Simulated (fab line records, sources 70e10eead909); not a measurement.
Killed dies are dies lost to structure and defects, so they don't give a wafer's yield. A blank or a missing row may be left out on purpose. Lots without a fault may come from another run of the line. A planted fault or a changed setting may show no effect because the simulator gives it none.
Chamber matching | flow nand_harc | NHARC_A_CHANNEL_FILL_D1_ALD_25 on ald_hk-03: 4 sister chambers
The step deposits SiOx, target thk 60 nm, pulse time 10 s, ald cycles 600. 4 wafers are shown with their chamber, then 12 later ones without.

WAFERS WITH THEIR CHAMBER
wafer  | chamber | heater_power_w (W)
L085.3 | 1       | 585
L090.1 | 0       | 469
L090.3 | 3       | 488
L090.5 | 2       | 490

WAFERS WITHOUT THEIR CHAMBER
wafer  | heater_power_w (W)
L093.1 | 557
L093.2 | 519
L093.4 | 461
L093.3 | 499
L093.5 | 506
L093.6 | 571
L095.2 | 452
L095.3 | 514
L095.6 | 450
L096.2 | 458
L096.1 | 519
L096.6 | 471

WHICH CHAMBER EACH WENT THROUGH
wafer  | from the rows above               | in truth
L093.1 | 1                                 | 1
L093.2 | can't be placed: 2 or 3 or 0 or 1 | 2
L093.4 | can't be placed: 0 or 3 or 2      | 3
L093.3 | can't be placed: 2 or 3 or 0      | 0
L093.5 | can't be placed: 2 or 3 or 0      | 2
L093.6 | 1                                 | 1
L095.2 | can't be placed: 0 or 3 or 2      | 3
L095.3 | can't be placed: 2 or 3 or 0      | 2
L095.6 | can't be placed: 0 or 3 or 2      | 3
L096.2 | can't be placed: 0 or 3 or 2      | 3
L096.1 | can't be placed: 2 or 3 or 0 or 1 | 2
L096.6 | can't be placed: 0 or 3 or 2      | 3
Placed correctly: 2 of 12. Can't be placed from these rows: 10 (the true chamber is among the candidates in 10). Placed wrongly: 0.
How it was worked out, from the rows above alone: a wafer's distance from a chamber is the root of the sum, over the readings, of the square of ((its reading less the chamber's mean) divided by the reading's scatter). The wafer belongs to the nearest chamber; if the next one is less than 2 further off, it can't be placed. A chamber's mean is the mean of its shown wafers. The scatter: with one shown wafer a chamber, the root of the mean of the squares of how far each hidden wafer lies from its nearest shown one.
